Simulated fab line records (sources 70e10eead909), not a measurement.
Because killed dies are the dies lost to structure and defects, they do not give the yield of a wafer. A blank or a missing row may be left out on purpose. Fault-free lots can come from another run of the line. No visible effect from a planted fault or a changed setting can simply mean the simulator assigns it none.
fab line records	flow nandHarc
record lots=12	wafers=36	lastDay=34
route steps=1302 shown A_STAIRCASE@653 END@1302
lots untouched by any fault: they come from a run of this same line in which no faults occurred
startH: hours from the record's opening day to when the first of the lot's shown wafers began	waitH: hours from the lot's prior step to this one	" same as the row above	L1.1+2: a row that stands for several wafers	- no value, or no start was given	* or withheld: withheld	< > ~ a bound
route shown NAME@n: NAME is a module with steps in the file, n the number in the route of the first one	usual: average and standard deviation across the fault-free wafers	same: alike in all rows	chamber/n: place in a boat	sites: the reading at each site	_std_site: standard deviation of those values	_edge_site: mean of outer sites minus mean of inner sites	radiusMm: how far each site lies from the wafer's centre	mask NAME#n: copy n	behind: the most recent tool/chamber to have shaped the wafer	hold: the reason the lot was held/the length of the hold in hours/how it ended	device: names the non-switching transistor (n, p or np)	end of line: the same wafers' tests at the end of the route	a step without rows: its recipe alone	killed: dies that structure and defects cost at the first sort, which is not the same as the wafer's yield	map: shows each die of a wafer: x if killed, . if not, _ if none is there
set.NAME: the setting as run; set.NAME@STEP: as run at that earlier step	model.NAME: the simulator's own value behind a step, which no gauge read
the route's steps for a sample of lots (tables are steps, rows are wafers)
services: when a tool's chamber went out of use (startH, in hours from the record's first day, below 0 if earlier), for how many hours, and the reason
## steps
# step NHARC_A_STAIRCASE_STRIP_171
# recipe powerW=1500	tempC=250	chemistry=O2
# usual drypumpMotorCurrentA=5.9/0.48	heaterPowerW=357/34
lot.wafer	tool	chamber	startH	waitH	drypumpMotorCurrentA	heaterPowerW	rfHoursCounterH
L591.3	plasmaAsher-02	1	349.03	-	5.7	390	-
L591.5	"	1	"	"	5.7	388	-
L591.6	"	0	"	"	5.3	377	-
L593.1	plasmaAsher-01	1	368.64	-	5.8	327	3
L593.4	"	1	"	"	5.8	323	-
L593.3	"	0	"	"	6.6	331	-
L592.2	plasmaAsher-02	1	369.09	-	5.7	385	24
L592.4	"	1	"	"	5.7	399	-
L592.5	"	1	"	"	5.7	387	-
L594.1	plasmaAsher-01	1	384.19	-	5.8	332	7
L594.4	"	1	"	"	5.8	328	-
L594.5	"	1	"	"	5.8	323	-
L598.3	plasmaAsher-01	1	430.82	-	5.8	329	-
L598.5	"	1	"	"	5.8	325	-
L598.6	"	0	"	"	6.7	325	-
L602.1	plasmaAsher-02	0	461.95	-	5.3	385	5
L602.4	"	1	"	"	5.7	390	-
L602.5	"	1	"	"	5.8	389	-
L606.1	plasmaAsher-01	0	497.68	-	6.6	325	32
L606.3	"	1	"	"	5.8	317	-
L606.6	"	0	"	"	6.6	327	-
L608.2	plasmaAsher-02	1	528.17	-	5.7	393	20
L608.3	"	1	"	"	5.7	395	-
L608.5	"	0	"	"	5.4	391	-
L611.2	plasmaAsher-02	0	550.66	-	5.4	402	24
L611.3	"	1	"	"	5.7	407	-
L611.5	"	0	"	"	5.3	386	-
L613.1	plasmaAsher-02	0	570.37	-	5.3	398	28
L613.3	"	0	"	"	5.3	390	-
L613.4	"	1	"	"	5.7	386	-
L612.4	plasmaAsher-01	0	570.63	-	6.7	318	-
L612.3	"	1	"	"	5.8	320	-
L612.6	"	0	"	"	6.6	317	-
L614.1	plasmaAsher-01	1	598.02	-	5.8	311	13
L614.4	"	1	"	"	5.8	320	-
L614.5	"	0	"	"	6.7	311	-
# step NHARC_A_STAIRCASE_TRIM_14
# recipe timeS=211.2	o2FlowSccm=500	arFlowSccm=0	biasW=0	chemistry=O2
# usual drypumpMotorCurrentA=5.9/0.33	oesProductAu=0.998/0.012	rfVppV=57.7/0.9	runLengthS=232.5/0.55	showerheadPlenumPTorr=3.49/0.12	throttleValvePct=17.037/0.0097
lot.wafer	tool	chamber	startH	waitH	drypumpMotorCurrentA	oesProductAu	rfHoursCounterH	rfVppV	runLengthS	showerheadPlenumPTorr	throttleValvePct
L591.3	rieDiel-08	1	-	-	5.5	0.991	55	57.4	231.8	3.42	17.045
L591.5	"	3	"	"	6.3	0.992	-	55.8	232.5	3.67	17.031
L591.6	"	0	"	"	5.8	0.994	-	57.2	232.7	3.30	17.034
L593.4	rieDiel-07	2	-	-	6.0	1.019	26	58.0	233.6	3.51	17.042
L593.1	"	3	"	"	4.9	1.001	25	58.2	232.4	3.37	17.040
L593.3	"	0	"	"	5.9	0.981	23	57.7	233.7	3.49	17.046
L592.4	rieDiel-12	0	-	-	5.8	0.981	21	57.7	232.1	3.46	17.037
L592.2	"	1	"	"	5.6	0.981	29	59.3	232.8	3.42	17.039
L592.5	"	0	"	"	5.8	0.986	-	57.6	232.4	3.46	17.035
L594.1	rieDiel-07	3	-	-	4.9	1.003	29	56.5	232.5	3.37	17.044
L594.5	"	3	"	"	4.9	1.000	-	56.5	233.0	3.37	17.031
L594.4	"	1	"	"	6.3	0.995	-	59.0	233.8	3.40	17.046
L598.3	rieDiel-08	3	-	-	6.4	0.997	17	59.5	231.8	3.66	17.042
L598.6	"	1	"	"	5.5	1.017	-	58.2	231.9	3.41	17.046
L598.5	"	3	"	"	6.4	0.999	-	56.8	232.1	3.66	17.045
L602.1	rieDiel-12	0	-	-	5.8	0.998	3	57.2	233.0	3.44	17.038
L602.4	"	1	"	"	5.6	0.980	3	57.5	232.7	3.40	17.037
L602.5	"	0	"	"	5.8	1.000	-	57.9	232.6	3.44	17.043
L606.1	rieDiel-12	3	-	-	6.0	0.975	14	56.6	232.9	3.60	17.028
L606.3	"	1	"	"	5.6	0.980	21	56.9	233.0	3.39	17.028
L606.6	"	3	"	"	6.0	0.985	-	59.3	233.2	3.60	17.045
L608.3	rieDiel-12	0	-	-	5.8	0.994	28	58.2	232.5	3.43	17.031
L608.2	"	1	"	"	5.6	0.997	29	57.3	233.1	3.39	17.036
L608.5	"	1	"	"	5.7	0.992	-	57.0	232.5	3.39	17.032
L611.3	rieDiel-12	1	-	-	5.6	1.009	38	56.1	232.6	3.38	17.041
L611.2	"	2	"	"	5.8	1.014	35	57.5	231.4	3.59	17.052
L611.5	"	0	"	"	5.8	0.998	-	56.8	232.8	3.42	17.043
L613.3	rieDiel-12	3	-	-	6.0	0.990	42	57.8	232.7	3.59	17.040
L613.4	"	0	"	"	5.8	1.003	48	58.3	232.3	3.42	17.044
L613.1	"	1	"	"	5.6	0.997	43	58.0	232.5	3.38	17.038
L612.4	rieDiel-12	2	-	-	5.8	1.004	41	58.2	231.6	3.58	17.044
L612.3	"	1	"	"	5.6	0.985	43	57.3	232.6	3.38	17.045
L612.6	"	2	"	"	5.8	1.002	-	59.2	231.9	3.58	17.035
L614.4	rieDiel-12	3	-	-	6.0	0.987	48	58.9	232.7	3.58	17.037
L614.1	"	0	"	"	5.8	1.007	53	57.3	232.4	3.42	17.039
L614.5	"	3	"	"	6.0	0.990	-	58.1	232.9	3.58	17.029
# step NHARC_A_STAIRCASE_ETCH_15
# recipe targetDepthA=1000	timeS=40.5	ionEnergyEv=400	c4f8FlowSccm=20	o2FlowSccm=10	arFlowSccm=withheld	rfW=600	biasW=1000	chemistry=C4F8/O2
# usual oesProductAu=0.941/0.012	rfVppV=895/4.4
lot.wafer	tool	chamber	startH	waitH	oesProductAu	rfHoursCounterH	rfVppV
L591.3	rieDiel-08	0	-	-	0.947	53	888
L591.5	"	0	"	"	0.948	-	887
L591.6	"	1	"	"	0.939	-	892
L593.3	rieDiel-07	1	-	-	0.948	23	892
L593.4	"	2	"	"	0.957	26	896
L593.1	"	3	"	"	0.949	25	892
L592.4	rieDiel-12	3	-	-	0.947	29	899
L592.2	"	2	"	"	0.959	25	898
L592.5	"	3	"	"	0.948	-	899
L594.1	rieDiel-07	2	-	-	0.955	30	897
L594.5	"	1	"	"	0.934	-	893
L594.4	"	2	"	"	0.956	-	896
L598.3	rieDiel-08	3	-	-	0.934	17	901
L598.6	"	1	"	"	0.950	-	892
L598.5	"	2	"	"	0.942	-	899
L602.4	rieDiel-12	2	-	-	0.930	2	899
L602.1	"	3	"	"	0.938	4	898
L602.5	"	2	"	"	0.929	-	897
L606.1	rieDiel-12	2	-	-	0.958	15	899
L606.3	"	3	"	"	0.939	14	901
L606.6	"	2	"	"	0.956	-	897
L608.3	rieDiel-12	2	-	-	0.931	25	898
L608.2	"	3	"	"	0.918	25	899
L608.5	"	1	"	"	0.915	-	891
L611.3	rieDiel-12	1	-	-	0.930	38	891
L611.2	"	0	"	"	0.936	41	892
L611.5	"	1	"	"	0.935	-	891
L613.4	rieDiel-12	0	-	-	0.937	48	891
L613.1	"	1	"	"	0.925	43	890
L613.3	"	2	"	"	0.951	40	899
L612.4	rieDiel-12	3	-	-	0.923	42	898
L612.3	"	0	"	"	0.933	48	893
L612.6	"	3	"	"	0.923	-	899
L614.4	rieDiel-12	1	-	-	0.937	49	888
L614.1	"	3	"	"	0.939	48	899
L614.5	"	1	"	"	0.936	-	890
# step NHARC_A_STAIRCASE_TRIM_24
# recipe timeS=211.2	o2FlowSccm=500	arFlowSccm=0	biasW=0	chemistry=O2
# usual drypumpMotorCurrentA=5.8/0.41	oesProductAu=0.999/0.012	rfVppV=57.6/0.98	runLengthS=232.7/0.61	showerheadPlenumPTorr=3.47/0.1	throttleValvePct=17.036/0.0085
lot.wafer	tool	chamber	startH	waitH	drypumpMotorCurrentA	oesProductAu	rfHoursCounterH	rfVppV	runLengthS	showerheadPlenumPTorr	throttleValvePct
L591.3	rieDiel-12	3	352.55	-	6.0	0.998	24	58.4	233.3	3.63	17.043
L591.6	"	2	"	"	5.8	0.982	-	57.9	231.7	3.62	17.040
L591.5	"	3	"	"	6.0	0.997	-	58.8	232.6	3.63	17.043
L593.4	rieDiel-07	3	371.91	-	4.9	0.992	25	56.1	232.9	3.37	17.029
L593.1	"	0	"	"	5.8	0.979	23	58.7	233.2	3.49	17.033
L593.3	"	1	"	"	6.3	1.008	23	58.2	233.3	3.40	17.034
L592.4	rieDiel-12	3	372.32	-	6.0	1.015	29	58.8	233.1	3.62	17.036
L592.2	"	0	"	"	5.8	0.991	21	55.5	232.8	3.46	17.038
L592.5	"	1	"	"	5.6	0.995	-	58.1	232.4	3.42	17.025
L594.1	rieDiel-07	1	387.48	-	6.3	0.993	28	58.1	233.5	3.40	17.040
L594.4	"	2	"	"	6.0	1.018	-	57.1	233.7	3.51	17.029
L594.5	"	3	"	"	4.9	0.999	-	57.8	232.5	3.37	17.042
L598.3	rieDiel-08	1	434.03	-	5.5	1.009	19	56.0	232.2	3.41	17.028
L598.5	"	2	"	"	5.9	1.003	-	58.0	232.4	3.62	17.034
L598.6	"	1	"	"	5.5	1.022	-	58.1	232.0	3.41	17.034
L602.4	rieDiel-07	3	465.40	-	4.9	0.995	57	58.3	232.4	3.36	17.021
L602.1	"	0	"	"	5.8	1.001	45	58.0	172.9	3.48	17.044
L602.5	"	2	"	"	5.9	1.014	-	59.1	233.1	3.50	17.034
L606.3	rieDiel-12	0	500.75	-	5.8	0.989	20	56.5	232.9	3.43	17.039
L606.1	"	1	"	"	5.6	0.984	22	56.1	232.5	3.39	17.027
L606.6	"	0	"	"	5.8	0.995	-	58.9	232.3	3.43	17.020
L608.2	rieDiel-12	3	531.71	-	6.0	0.994	25	57.9	233.3	3.60	17.028
L608.3	"	0	"	"	5.8	0.997	29	58.2	232.3	3.43	17.034
L608.5	"	1	"	"	5.6	0.987	-	58.1	232.4	3.39	17.033
L611.2	rieDiel-12	1	554.11	-	5.6	0.990	38	56.5	232.6	3.38	17.034
L611.3	"	2	"	"	5.9	1.008	36	58.0	231.4	3.59	17.025
L611.5	"	0	"	"	5.8	0.989	-	58.5	232.3	3.42	17.034
L613.3	rieDiel-07	1	573.79	-	6.3	1.020	28	55.8	233.3	3.37	17.037
L613.1	"	2	"	"	6.0	1.000	30	56.5	233.1	3.48	17.027
L613.4	"	0	"	"	5.9	1.003	31	55.8	233.4	3.46	17.025
L612.4	rieDiel-07	0	573.99	-	5.8	1.016	31	58.1	233.3	3.46	17.026
L612.3	"	2	"	"	5.9	1.013	30	57.7	233.4	3.48	17.035
L612.6	"	3	"	"	4.9	0.991	-	56.8	232.2	3.34	17.040
L614.1	rieDiel-12	3	601.11	-	6.0	0.989	48	57.0	232.9	3.58	17.030
L614.4	"	0	"	"	5.8	1.002	54	56.4	232.8	3.42	17.023
L614.5	"	3	"	"	6.0	0.982	-	58.7	233.2	3.58	17.045
# step NHARC_END_SORT_01
# recipe tempC=25
# usual killedAtArray=56/17	killedAtOther=1.2/1.4	killedAtPeriphery=4/3.2	killedDies=61/16	killedOpen=3.6/2.1	killedShort=2.7/1.8
# same grossDies=677
lot.wafer	tool	chamber	startH	waitH	killedAtArray	killedAtOther	killedAtPeriphery	killedDies	killedOpen	killedShort
L602.1	prober-01	0	684.13	2.5	466	0	4	470	5	3
L602.4	prober-01	0	686.53	3.4	80	2	3	85	1	3
L602.5	prober-01	0	687.33	3.7	77	0	2	79	4	2
# killed by level:class
L602.1 A_STAIRCASE:areaTrim=392 A_SLIT:chamberFilmFlake=25 A_CHANNEL_HOLE_D1:chamberFilmFlake=21 A_CHANNEL_HOLE_D2:chamberFilmFlake=18 A_CHANNEL_FILL_D1:geometricParticle:open=3 P_M1:chamberFilmFlake=2 P_CONTACT:geometricParticle:short=1 A_DECK1_JOINT:geometricParticle:short=1
L602.4 A_SLIT:chamberFilmFlake=33 A_CHANNEL_HOLE_D1:chamberFilmFlake=23 A_CHANNEL_HOLE_D2:chamberFilmFlake=13 A_STAIRCASE:chamberFilmFlake=3 P_M1:chamberFilmFlake=2 A_WL_FILL:chamberFilmFlake=2 THIN_TSV:chamberFilmFlake=2 A_CHANNEL_FILL_D1:geometricParticle:short=1
L602.5 A_SLIT:chamberFilmFlake=36 A_CHANNEL_HOLE_D1:chamberFilmFlake=19 A_CHANNEL_HOLE_D2:chamberFilmFlake=8 A_CONTACT:chamberFilmFlake=6 A_STAIRCASE:chamberFilmFlake=2 P_M2:geometricParticle:open=1 A_ONON_D2:geometricParticle:short=1 A_CHANNEL_FILL_D2:geometricParticle:open=1
## services
tool	chamber	startH	hours	kind
rieDiel-12	0	327.73	-	clean
rieDiel-12	1	327.73	-	clean
rieDiel-12	2	327.73	-	clean
rieDiel-12	3	327.73	-	clean
rieDiel-08	2	342.26	1.4	repair
plasmaAsher-01	-	342.26	9.0	pm
rieDiel-07	3	347.17	4.9	repair
rieDiel-12	0	352.23	-	clean
rieDiel-12	1	352.23	-	clean
rieDiel-08	-	367.88	9.0	pm
plasmaAsher-02	-	376.64	5.6	repair
rieDiel-07	0	385.23	18.2	repair
plasmaAsher-01	-	413.87	0.7	repair
plasmaAsher-02	-	426.41	9.0	pm
rieDiel-08	0	431.78	2.8	repair
rieDiel-12	-	447.46	9.0	pm
plasmaAsher-02	-	452.88	1.6	repair
rieDiel-08	0	481.63	3.7	repair
rieDiel-08	-	488.25	0.8	repair
plasmaAsher-01	-	519.26	9.0	pm
rieDiel-12	1	544.04	2.3	repair
rieDiel-08	-	544.88	9.0	pm
rieDiel-12	2	582.04	17.2	repair
rieDiel-08	3	590.36	5.6	repair
## key
firstSign step=NHARC_A_STAIRCASE_TRIM_24	reading=runLengthS	direction=down	sigmas=99	usual=*	struck=*
effect step=NHARC_END_SORT_01	reading=killedAtArray	direction=up	sigmas=25	usual=56	struck=466
moreKillsBornAt NHARC_A_STAIRCASE_TRIM_24@rieDiel-07=392
metAt NHARC_A_STAIRCASE_TRIM_24
struckLots L602
struckWafers L602.1
laterRowsLeftOut L602.1
testerLeftOut L602
notActingAt NHARC_A_STAIRCASE_STRIP_171,NHARC_A_STAIRCASE_TRIM_14,NHARC_A_STAIRCASE_ETCH_15
onsetBetween 371.91 465.40
fault kind=processParameterDrift	tool=rieDiel-07	chamber=0	onsetH=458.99	steps=NHARC_A_STAIRCASE_TRIM_24	channel=timeS	offset=*	shape=step	endH=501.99	actsIn=*	stated=*
# testerLeftOut: of these lots the tester's yield and bins aren't shown, on N5 and GAA mostly nor the transistor test; their killed dies are dies lost to structure and defects alone, not to doping, threshold or leakage, so they don't give the yield
# laterRowsLeftOut: the simulator's readings of these wafers behind a module that went badly wrong aren't trusted and aren't shown, but for the sort
